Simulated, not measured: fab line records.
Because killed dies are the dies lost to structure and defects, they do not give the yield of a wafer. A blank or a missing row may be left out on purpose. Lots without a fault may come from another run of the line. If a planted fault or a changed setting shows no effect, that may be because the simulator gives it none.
Which tool is to blame? + flow nand_harc + Sampling: 6 lots, 18 wafers, 3 of 1159 route steps

WHAT EACH GAUGE READ, for each wafer
NHARC_A_SGD_CUT_CD_MEAS_09: target cd 100 nm.
| lot  | measured     | on        | cd_nm (nm)        |
|------|--------------|-----------|-------------------|
| L325 | day 14 08:07 | cd_sem-02 | 99.6 99.4 99.7    |
| L326 | day 14 08:41 | cd_sem-02 | 101.0 100.5 99.8  |
| L328 | day 14 21:12 | cd_sem-03 | 99.6 99.4 100.1   |
| L338 | day 17 17:46 | cd_sem-01 | 100.3 99.2 99.2   |
| L343 | day 19 00:34 | cd_sem-03 | 108.4 107.0 108.0 |
| L345 | day 19 20:41 | cd_sem-02 | 99.9 100.3 101.0  |

EACH LOT AND THE TOOL THAT RAN IT (in order: tool; ch and the chambers of the sampled wafers; start)
| lot  | NHARC_A_STAIRCASE_CMP_472     | NHARC_A_SGD_CUT_EXPOSE_06          |
|------|-------------------------------|------------------------------------|
| L325 | cmp-03 ch 1,2, day 14 06:58   | arfi_scanner-02 ch 0, day 14 07:59 |
| L326 | cmp-03 ch 0,1,3, day 14 07:26 | arfi_scanner-02 ch 0, day 14 08:32 |
| L328 | cmp-02 ch 1,2,3, day 14 20:03 | arfi_scanner-03 ch 0, day 14 21:03 |
| L338 | cmp-03 ch 0,3, day 17 16:39   | arfi_scanner-03 ch 0, day 17 17:37 |
| L343 | cmp-04 ch 0,1,3, day 18 23:35 | arfi_scanner-01 ch 0, day 19 00:26 |
| L345 | cmp-04 ch 0,2,3, day 19 19:37 | arfi_scanner-03 ch 0, day 19 20:33 |
- NHARC_A_STAIRCASE_CMP_472: polishes SiO2.
- NHARC_A_SGD_CUT_EXPOSE_06: exposes mask SGD.

THE ANSWER, worked out from the rows above alone
Rule: the lots themselves supply what counts as usual. The widest of any qualifying gaps counts: lots, ordered by their means at a reading, are off when they make up no more than a third of the lots, leave a main group of 4 or more, and stand apart from it by 3 or more times the standard deviation of that group's means. Not used: any main group whose means are identical at the precision the tables above print for the reading. A lot without any number at a reading at which 4 lots or more have one is off too. The other lots that the step has rows for count as sound.
Off: L343, at NHARC_A_SGD_CUT_CD_MEAS_09 (cd_nm). For the main group the mean is 99.9 nm and the standard deviation 0.4.
A tool fits if, at a process step before that reading, it ran every lot that is off, and no sound lot after the first of them. Gauges at NHARC_A_SGD_CUT_CD_MEAS_09: tried the same way as those tools. 2 tools fit, arfi_scanner-01 at NHARC_A_SGD_CUT_EXPOSE_06 and cd_sem-03 at NHARC_A_SGD_CUT_CD_MEAS_09, so this cannot tell which one it is.

WHAT THE SIMULATOR PUT IN
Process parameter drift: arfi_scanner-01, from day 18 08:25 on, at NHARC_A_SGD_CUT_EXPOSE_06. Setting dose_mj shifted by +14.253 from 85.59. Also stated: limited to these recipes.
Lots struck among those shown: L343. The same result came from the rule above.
